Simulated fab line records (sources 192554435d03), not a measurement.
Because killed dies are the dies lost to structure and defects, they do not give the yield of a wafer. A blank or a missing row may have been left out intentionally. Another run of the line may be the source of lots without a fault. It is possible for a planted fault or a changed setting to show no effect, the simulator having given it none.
Chamber matching | flow n5_finfet | 3 sister chambers for N5_BEOL_M2_ILD_DEP_00 on pecvd-01
The step deposits SiOC from DEMS/O2, target thk 79 nm, time 15.3 s. 3 wafers are shown with their chamber, then 7 later ones without.

== EACH WAFER AND ITS CHAMBER ==
wafer  | chamber | throttle_valve_pct (%)
L078.6 | 0       | 12.5
L081.2 | 2       | 11.8
L081.5 | 1       | 13.0

== WAFERS WITHOUT THEIR CHAMBER ==
wafer  | throttle_valve_pct (%)
L081.6 | 11.3
L084.2 | 11.5
L084.3 | 12.5
L084.6 | 11.1
L086.2 | 12.9
L086.4 | 12.8
L086.6 | 11.3

== EACH ONE'S CHAMBER ==
wafer  | from the rows above          | in truth
L081.6 | can't be placed: 2 or 0      | 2
L084.2 | can't be placed: 2 or 0      | 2
L084.3 | can't be placed: 0 or 1 or 2 | 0
L084.6 | can't be placed: 2 or 0      | 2
L086.2 | can't be placed: 1 or 0      | 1
L086.4 | can't be placed: 1 or 0 or 2 | 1
L086.6 | can't be placed: 2 or 0      | 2
Correct placement for 0 of the 7. Unplaceable from these rows: 7, with the true chamber sitting among the candidates in 7. 0 placed wrongly.
How it was worked out, from the rows above alone: a wafer's distance from a chamber is the root of the sum, over the readings, of the square of ((its reading less the chamber's mean) divided by the reading's scatter). If the next closest chamber is less than 2 further off than the closest, the wafer can't be placed; otherwise it belongs to the closest. A chamber's mean is the mean of its shown wafers. The scatter (one wafer shown for each chamber): square how far every hidden wafer sits from the nearest shown wafer, average those squares and take the square root.
